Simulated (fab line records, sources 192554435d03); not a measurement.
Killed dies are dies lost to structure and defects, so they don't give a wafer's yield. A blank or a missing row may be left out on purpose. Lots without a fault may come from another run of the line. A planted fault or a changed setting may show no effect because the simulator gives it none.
Split-lot experiment | flow n5_finfet | 7 lots, 21 wafers read, on a route of 1938 steps

THE SPLIT
At N5_BEOL_M7_EXPOSE_08 (exposes mask M7), the setting dose_mj was moved away from the recipe's 68.25 on 8 of the 21 wafers read, by -5.4% to +2.4%. The other wafers ran this setting at the recipe's value.

FROM THE SPLIT TO THE READING: what the file shows between them, 9 steps
- N5_BEOL_M7_PEB_09: peb time 60 s
- N5_BEOL_M7_DEVELOP_10: develop time 30 s
- N5_BEOL_M7_CD_MEAS_11: target cd 38.5 nm
- N5_BEOL_M7_ETCH_61: etches SiARC in CF4, target depth 45.5 nm, time 75.8 s (also split here: source_w)
- N5_BEOL_M7_ETCH_62: etches SOC in N2/H2, target depth 110 nm, overetch 22 nm, time 165 s
- N5_BEOL_M7_STRIP_68: strips in N2/H2
- N5_BEOL_M7_STRIP_67: strips in CF4
- N5_BEOL_M7_PRECLEAN_42: cleans in residue remover, time 60 s
- N5_BEOL_M7_SRD_43: time 30 s

THE READING
cd_nm, in nm, at N5_BEOL_M7_CD_MEAS_35 (target cd 40 nm). Fault-free wafers of this fab line usually give 40.0 nm, standard deviation 0.48 nm.

wafer  | tool, chamber at the split | dose_mj as run | against the recipe | cd_nm, nm | against lot-mates on the recipe
L075.2 | arfi_scanner-01, 0         | 68.25          | recipe             | 40.6      | -
L075.3 | arfi_scanner-01, 0         | 66.14          | -3.1%              | 38.2      | -2.4
L075.5 | arfi_scanner-01, 0         | 66.14          | -3.1%              | 38.6      | -2.0
L076.2 | arfi_scanner-01, 0         | 65.28          | -4.4%              | 37.9      | -2.3
L076.3 | arfi_scanner-01, 0         | 65.28          | -4.4%              | 38.1      | -2.1
L076.6 | arfi_scanner-01, 0         | 68.25          | recipe             | 40.2      | -
L080.2 | arfi_scanner-01, 0         | 68.25          | recipe             | 39.6      | -
L080.3 | arfi_scanner-01, 0         | 68.25          | recipe             | 39.4      | -
L080.5 | arfi_scanner-01, 0         | 69.88          | +2.4%              | 41.5      | +2.0
L082.3 | arfi_scanner-03, 0         | 68.25          | recipe             | 40.1      | -
L082.4 | arfi_scanner-03, 0         | 68.25          | recipe             | 40.1      | -
L082.6 | arfi_scanner-03, 0         | 68.25          | recipe             | 39.6      | -
L086.1 | arfi_scanner-02, 0         | 68.25          | recipe             | 40.1      | -
L086.4 | arfi_scanner-02, 0         | 68.25          | recipe             | 39.8      | -
L086.5 | arfi_scanner-02, 0         | 64.56          | -5.4%              | 37.2      | -2.8
L085.2 | arfi_scanner-01, 0         | 65.34          | -4.3%              | 37.4      | -1.7
L085.3 | arfi_scanner-01, 0         | 65.34          | -4.3%              | 36.6      | -2.5
L085.4 | arfi_scanner-01, 0         | 68.25          | recipe             | 39.1      | -
L096.1 | arfi_scanner-03, 0         | 68.25          | recipe             | 39.9      | -
L096.4 | arfi_scanner-03, 0         | 68.25          | recipe             | 39.7      | -
L096.6 | arfi_scanner-03, 0         | 68.25          | recipe             | 40.4      | -

THE FIT
A straight line over all 21 wafers: cd_nm changes by +0.543 nm for each +1% of dose_mj; r = +0.94; the points scatter about the line by 0.45 nm.
The same after taking each lot's own level away (the mean of its wafers on the recipe; 21 wafers): +0.558 nm for each +1%; r = +0.97; scatter 0.33 nm.
On that fit, the largest move of dose_mj shifts the reading by 3 nm.
The lots' own levels span 39.10 to 40.60 nm, that is 3.1 times the standard deviation above.
So the lot-to-lot level changes the slope little: the two slopes agree.
Check: with one of the wafers moved furthest among these (-5.4%) left out of the fit, the line predicts -3.03 nm for it against its lot-mates. It came out at -2.75 nm against them.

OTHER SPLITS ON THESE WAFERS
These wafers also went through other splits before the reading. Each is held against what the fit with the lots' levels taken away leaves over:
other split on the same wafers    | wafers away from the commonest value | r with cd_nm (lot level and that fit taken away)
N5_BEOL_M6_HM_DEP_02 target_thk_a | 4                                    | -0.26
N5_BEOL_M7_ILD_DEP_00 time_s      | 4                                    | -0.42
N5_BEOL_M7_ETCH_61 source_w       | 7                                    | -0.14

THE WHOLE CHAIN: every reading that the file lists as answering this split, in the file's order
step                  | what it does                                                         | reading                                                               | change (the file's fit)               | r (the file's)
N5_BEOL_M7_CD_MEAS_11 | target cd 38.5 nm                                                    | cd_nm                                                                 | +0.532 nm for each +1% of the setting | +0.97
N5_BEOL_M7_ETCH_61    | etches SiARC in CF4, target depth 45.5 nm, time 75.8 s               | BEOL_M7.cd_offset_nm (the simulator's own value, which no gauge read) | +0.519 nm for each +1% of the setting | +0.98
N5_BEOL_M7_ETCH_62    | etches SOC in N2/H2, target depth 110 nm, overetch 22 nm, time 165 s | BEOL_M7.cd_offset_nm (the simulator's own value, which no gauge read) | +0.532 nm for each +1% of the setting | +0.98
N5_BEOL_M7_CD_MEAS_35 | target cd 40 nm                                                      | cd_nm                                                                 | +0.553 nm for each +1% of the setting | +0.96

THE FILE'S OWN FIT
cd_nm changes by +0.553 nm for each +1% of dose_mj, r = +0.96.
